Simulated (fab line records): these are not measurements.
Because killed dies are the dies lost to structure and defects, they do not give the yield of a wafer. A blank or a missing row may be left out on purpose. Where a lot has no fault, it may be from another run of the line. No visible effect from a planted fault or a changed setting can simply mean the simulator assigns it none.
Chamber matching	flow n5-finfet	N5_BEOL_M4_DEP_57 on pecvd-03 has 3 sister chambers
The step deposits SiCN from 3MS/NH3, target thk 8 nm, time 14 s. 3 wafers are shown with their chamber, then 12 later ones without.

== WAFERS, EACH WITH ITS CHAMBER ==
wafer	chamber	throttle-valve-pct (%)
L088.1	0	8.9
L089.5	2	9.3
L089.6	1	8.4

== WAFERS WITHOUT THEIR CHAMBER ==
wafer	throttle-valve-pct (%)
L091.1	8.9
L091.2	8.2
L091.6	8.9
L092.1	8.5
L092.3	8.9
L092.4	9.1
L095.2	9.2
L095.3	8.2
L095.5	8.9
L097.1	9.0
L097.3	9.2
L097.5	9.0

== CHAMBER TAKEN BY EACH ==
wafer	from the rows above	in truth
L091.1	0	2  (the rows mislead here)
L091.2	1	1
L091.6	0	0
L092.1	1	1
L092.3	0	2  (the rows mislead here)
L092.4	can't be placed: 0 or 2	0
L095.2	can't be placed: 2 or 0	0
L095.3	1	1
L095.5	0	0
L097.1	can't be placed: 0 or 2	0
L097.3	can't be placed: 2 or 0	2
L097.5	can't be placed: 0 or 2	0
Placed correctly: 5 of 12. From these rows, 5 cannot be placed; in 5 the true chamber is one of the candidates. 2 placed wrongly.
How it was worked out, from the rows above alone: a wafer's distance from a chamber is the root of the sum, over the readings, of the square of ((its reading less the chamber's mean) divided by the reading's scatter). The wafer belongs to the nearest chamber; if the next one is less than 2 further off, it can't be placed. The mean given for a chamber averages the wafers shown for that chamber. The scatter: with one shown wafer a chamber, the root of the mean of the squares of how far each hidden wafer lies from its nearest shown one.
